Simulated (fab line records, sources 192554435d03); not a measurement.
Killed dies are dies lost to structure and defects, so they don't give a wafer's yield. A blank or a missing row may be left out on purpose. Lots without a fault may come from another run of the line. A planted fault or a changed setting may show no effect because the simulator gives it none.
Chamber matching | flow n5_finfet | N5_BEOL_M0_PRE_CLEAN_131 on cvd_co-01: 3 sister chambers
The step time 15 s. 3 wafers are shown with their chamber, then 10 later ones without.

WAFERS WITH THEIR CHAMBER
wafer  | chamber | heater_power_w (W)
L083.5 | 2       | 99
L086.2 | 1       | 69
L086.3 | 0       | 103

WAFERS WITHOUT THEIR CHAMBER
wafer  | heater_power_w (W)
L086.5 | 100
L088.1 | 98
L088.3 | 103
L088.6 | 97
L094.1 | 69
L094.2 | 103
L094.6 | 101
L095.2 | 99
L095.3 | 70
L095.6 | 100

WHICH CHAMBER EACH WENT THROUGH
wafer  | from the rows above     | in truth
L086.5 | can't be placed: 2 or 0 | 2
L088.1 | 2                       | 2
L088.3 | 0                       | 0
L088.6 | 2                       | 2
L094.1 | 1                       | 1
L094.2 | 0                       | 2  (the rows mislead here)
L094.6 | can't be placed: 0 or 2 | 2
L095.2 | 2                       | 2
L095.3 | 1                       | 1
L095.6 | can't be placed: 2 or 0 | 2
Placed correctly: 6 of 10. Can't be placed from these rows: 3 (the true chamber is among the candidates in 3). Placed wrongly: 1.
How it was worked out, from the rows above alone: a wafer's distance from a chamber is the root of the sum, over the readings, of the square of ((its reading less the chamber's mean) divided by the reading's scatter). The wafer belongs to the nearest chamber; if the next one is less than 2 further off, it can't be placed. A chamber's mean is the mean of its shown wafers. The scatter: with one shown wafer a chamber, the root of the mean of the squares of how far each hidden wafer lies from its nearest shown one.
